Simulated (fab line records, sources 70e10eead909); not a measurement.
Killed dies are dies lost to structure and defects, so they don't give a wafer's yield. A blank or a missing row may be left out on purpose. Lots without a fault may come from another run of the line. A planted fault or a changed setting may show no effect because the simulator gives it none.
One fault seen from 2 desks | flow nand_harc | each desk has only its own numbers; what lay behind them comes last

THE METROLOGY DESK
What the gauges read, lot by lot, whatever tool the lot ran on: means of the sampled wafers that have a number. A lot is out of limits, marked OUT, if its mean lies more than 4 standard deviations from the usual mean; the brackets give that distance.
Columns: A = cd_nm at NHARC_A_M1_CD_MEAS_09, usual 120.4 nm
lot  | first seen here | A
L896 | day 23 09:17    | 120.1
L900 | day 25 14:24    | 120.1
L903 | day 25 16:20    | 120.7
L901 | day 25 18:32    | 120.3
L902 | day 26 01:31    | 120.5
L906 | day 27 04:07    | 121.0
L911 | day 29 03:38    | 106.0 (-28) OUT
L913 | day 30 10:59    | 109.4 (-22) OUT
L912 | day 30 13:01    | 111.1 (-18) OUT
L915 | day 31 07:05    | 119.9
L917 | day 32 08:23    | 119.8
L918 | day 32 20:20    | 120.0
This desk's finding: out of limits on L911, L912, L913; first on L911, day 29 03:38 (cd_nm at NHARC_A_M1_CD_MEAS_09). In limits: L896, L900, L903, L901, L902, L906, L915, L917, L918.

THE TOOL OWNER'S DESK: litho_track-04
The tool's own readings at NHARC_A_M1_PEB_07 (peb time 65 s): means of the sampled wafers that have a number, for each lot that ran on this tool. A lot is out of limits, marked OUT, if its mean lies more than 4 standard deviations from the usual mean; the brackets give that distance.
Columns: A = heater_power_total_W at NHARC_A_M1_PEB_07, usual 156.6 W; B = plate_temp_C at NHARC_A_M1_PEB_07, usual 100.00 C
lot  | first seen here | A               | B
L896 | day 23 09:13    | 156.7           | 100.10
L900 | day 25 14:19    | 157.1           | 99.97
L902 | day 26 01:26    | 156.3           | 100.03
L911 | day 29 03:34    | 148.9 (-18) OUT | 96.21 (-32) OUT
L913 | day 30 10:55    | 148.6 (-19) OUT | 96.18 (-32) OUT
L912 | day 30 12:56    | 148.6 (-19) OUT | 96.17 (-32) OUT
This desk's finding: out of limits on L911, L912, L913; first on L911, day 29 03:34 (heater_power_total_W at NHARC_A_M1_PEB_07). In limits: L896, L900, L902.

PUT TOGETHER
The tool owner's desk could have raised an alarm at day 29 03:34, on L911, L912, L913.
The metrology desk could have raised an alarm at day 29 03:38, on L911, L912, L913.
Of the lots named, all ran NHARC_A_M1_PEB_07 on litho_track-04.

WHAT THE SIMULATOR HAD PUT IN
Process parameter drift: litho_track-04, from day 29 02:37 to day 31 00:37, at NHARC_A_M1_PEB_07. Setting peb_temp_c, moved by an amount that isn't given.
Lots struck among those shown: L911, L912, L913.
Hours from the fault's start to each desk's first reading out of limits: the tool owner's desk, 1; the metrology desk, 1.
